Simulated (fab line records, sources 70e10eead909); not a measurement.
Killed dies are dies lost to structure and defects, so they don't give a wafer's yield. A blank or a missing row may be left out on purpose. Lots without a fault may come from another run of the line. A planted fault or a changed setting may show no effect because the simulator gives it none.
A struck lot beside a sound one | flow nand_harc | 17 steps out of a route of 1302
Sound: wafers L156.2, L156.4, L156.6. Struck: wafers L162.1, L162.2, L162.6. The cause comes at the end.
At each step with rows: each side's tool, then ch and its chambers, then its first start. Under that, the readings that differ: sound wafers | struck wafers | difference of the means | sigmas: that difference in standard deviations of wafers without a fault.
alike: readings whose means differ by less than 2 such deviations, and words and numbers that are the same on both sides. not compared: withheld readings, readings that some wafer has no value for, bounds like >300 that may hide the same value, and numbers for which the record gives no deviation and whose values overlap.
The two part at a step that has a row with sigmas, a row that says differs or no value, or rows on one side only. Numbers that don't overlap but have no deviation are shown without sigmas and don't part them. A reading that every wafer of one side lacks parts them only if that side has two wafers or more.

NHARC_P_M1_INSPECT_11:
  sound on defect_inspect-02, day 7 00:16; struck on defect_inspect-02, day 9 01:36
  alike: raw_defect_count
then, 1 step without rows for these wafers: NHARC_P_M1_DESCUM_14 (chemistry O2, time 3 s).
NHARC_P_M1_ETCH_35: etches the open film in N2/H2, target depth 40 nm, overetch 12 nm, time 43.94 s.
  sound on rie_diel-06 ch 1,2,3, day 7 00:26; struck on rie_diel-06 ch 0,1, day 9 01:45
  alike: drypump_motor_current_A, oes_product_au, rf_vpp_V, showerhead_plenum_p_Torr, throttle_valve_pct
  not compared: rf_hours_counter_h
NHARC_P_M1_ETCH_15: etches the open film in C4F8/Ar, target depth 182.5 nm, time 91.2 s.
  sound on rie_diel-06 ch 0,1; struck on rie_diel-06 ch 2,3
  alike: oes_product_au, rf_vpp_V
  not compared: rf_hours_counter_h
NHARC_P_M1_CD_MEAS_16:
  sound on cd_sem-03, day 7 00:40; struck on cd_sem-03, day 9 01:58
  alike: cd_nm
then, 1 step without rows for these wafers: NHARC_P_M1_STRIP_18 (strips in N2/H2).
NHARC_P_M1_ETCH_28: etches the open film in CF4/N2, target depth 30 nm, time 72.99 s.
  sound on rie_diel-06 ch 0,1; struck on rie_diel-03 ch 0,1
  alike: drypump_motor_current_A, oes_product_au, rf_vpp_V, showerhead_plenum_p_Torr, throttle_valve_pct
  not compared: rf_hours_counter_h
then, 3 steps without rows for these wafers: NHARC_P_M1_STRIP_19 (strips in post etch residue remover, time 600 s); NHARC_P_M1_DEGAS_29 (time 60 s); NHARC_P_M1_PRE_CLEAN_30 (time 30 s).
NHARC_P_M1_PVD_20: deposits TaN, target thk 5 nm, time 8.06 s.
  sound on pvd_sputter-02; struck on pvd_sputter-02
  alike: bias_v, throttle_valve_pct
NHARC_P_M1_PVD_21: deposits Cu, target thk 30 nm, time 20.49 s.
  sound on pvd_sputter-02; struck on pvd_sputter-02
  alike: throttle_valve_pct
NHARC_P_M1_ECD_22: material Cu, target thk 400 nm.
  sound on ecd_cu-01 ch 0,1, day 7 01:44; struck on ecd_cu-02 ch 0,1, day 9 03:06
  no value came back on the struck wafers for bath_heat_duty_pct (%), bath_temp_c (C); on the sound wafers bath_heat_duty_pct (%) reads 7.9 7.0 7.9
then, 1 step without rows for these wafers: NHARC_P_M1_ANNEAL_31 (time 90 s).
NHARC_P_M1_CMP_23: polishes, t overpolish 20 s, target thk 157.82 nm.
  sound on cmp-04 ch 0,1,3, day 7 02:27; struck on cmp-01 ch 0,1, day 9 03:51
  reading                | sound          | struck      | difference | sigmas
  time_to_endpoint_s (s) | 26.5 25.6 28.1 | 0.0 2.6 3.1 | -24.8      | -10
  alike: motor_current_A, slurry_filter_dp_kPa
  not compared: pad_life_wafers
NHARC_P_M1_THK_MEAS_24: measures by xrf.
  sound on film_metro-02, day 7 02:46; struck on film_metro-01, day 9 04:19
  reading     | sound             | struck         | difference | sigmas
  thk_nm (nm) | 157.6 159.2 156.8 | 30.9 30.8 29.8 | -127.4     | -91
  not compared: hold
NHARC_END_SORT_01:
  the record has rows for the sound wafers here (prober-02 ch 0, day 25 03:44) and none for the struck ones

WHERE THEY PART
First at NHARC_P_M1_ECD_22; last, within this record, at NHARC_END_SORT_01.

WHY: what the simulator had put in
Skipped step whole: ecd_cu-02, from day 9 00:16 on, at NHARC_P_M1_ECD_22. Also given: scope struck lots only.
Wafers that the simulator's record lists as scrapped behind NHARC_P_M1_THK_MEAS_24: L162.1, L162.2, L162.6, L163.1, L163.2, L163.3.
